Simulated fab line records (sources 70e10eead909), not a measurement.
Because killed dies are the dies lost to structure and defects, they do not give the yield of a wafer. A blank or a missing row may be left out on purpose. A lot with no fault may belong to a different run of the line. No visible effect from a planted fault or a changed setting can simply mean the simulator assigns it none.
Matching of chambers -- flow nandHarc -- NHARC_A_CHANNEL_FILL_D1_CMP_10 on cmp-02: 4 sister chambers
The step polishes, target thk 150 nm. 20 wafers are shown with their chamber, then 10 later ones without.

WAFERS, EACH WITH ITS CHAMBER
wafer,chamber,motorCurrentA (A),timeToEndpointS (s),slurryFlowMlMin
L075.3,3,10.2,12.2,149.7
L075.4,0,12.7,9.4,150.8
L075.5,3,10.6,15.0,149.9
L079.1,2,10.9,14.3,149.8
L079.3,0,12.7,9.1,150.0
L079.5,2,11.1,12.1,150.6
L083.1,3,10.7,13.1,149.7
L083.2,2,11.4,13.4,150.0
L083.5,1,12.0,14.0,150.1
L088.2,0,12.9,11.8,150.4
L088.3,3,10.7,14.6,150.3
L088.4,1,11.6,13.9,149.2
L087.2,1,11.8,16.7,150.3
L087.3,3,10.4,18.7,151.1
L087.5,2,11.1,17.5,149.5
L089.4,0,13.2,11.6,149.9
L089.5,1,11.9,16.5,149.5
L089.6,0,13.4,10.0,150.1
L085.3,3,10.3,15.3,149.9
L085.4,0,12.6,14.0,150.7

SIGNATURES (means of the wafers above)
reading,chamber 0,chamber 1,chamber 2,chamber 3,scatter within a chamber
motorCurrentA,12.917,11.825,11.125,10.483,0.244
timeToEndpointS,10.983,15.275,14.325,14.817,2.02
slurryFlowMlMin,150.317,149.775,149.975,150.100,0.473
Rule: a wafer's distance from a chamber is the root of the sum, over the readings, of the square of ((its reading less the chamber's mean) divided by the reading's scatter). If the next closest chamber is less than 2 further off than the closest, the wafer can't be placed; otherwise it belongs to the closest. The scatter is the square root of a quotient: the sum, over the shown wafers, of each reading's squared deviation from its chamber's mean, divided by wafers minus chambers.

WAFERS WITH NO CHAMBER GIVEN
wafer,motorCurrentA (A),timeToEndpointS (s),slurryFlowMlMin
L085.5,12.0,16.2,150.1
L090.2,12.4,15.1,150.4
L090.4,10.9,14.6,149.0
L090.6,11.8,16.4,149.8
L092.2,9.4,13.9,149.1
L092.3,12.8,13.8,150.1
L092.6,10.1,16.7,149.8
L096.3,13.1,10.8,150.0
L096.4,10.2,13.7,149.5
L096.5,12.4,15.6,150.2

WHICH CHAMBER EACH WENT THROUGH
wafer,from the rows above,in truth
L085.5,1,1
L090.2,can't be placed: 1 or 0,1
L090.4,can't be placed: 2 or 3 or 1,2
L090.6,1,1
L092.2,3,3
L092.3,0,0
L092.6,3,3
L096.3,0,0
L096.4,3,3
L096.5,can't be placed: 1 or 0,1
Correct placement for 7 of the 10. Can't be placed from these rows: 3 (the true chamber is among the candidates in 3). Number placed wrongly: 0.
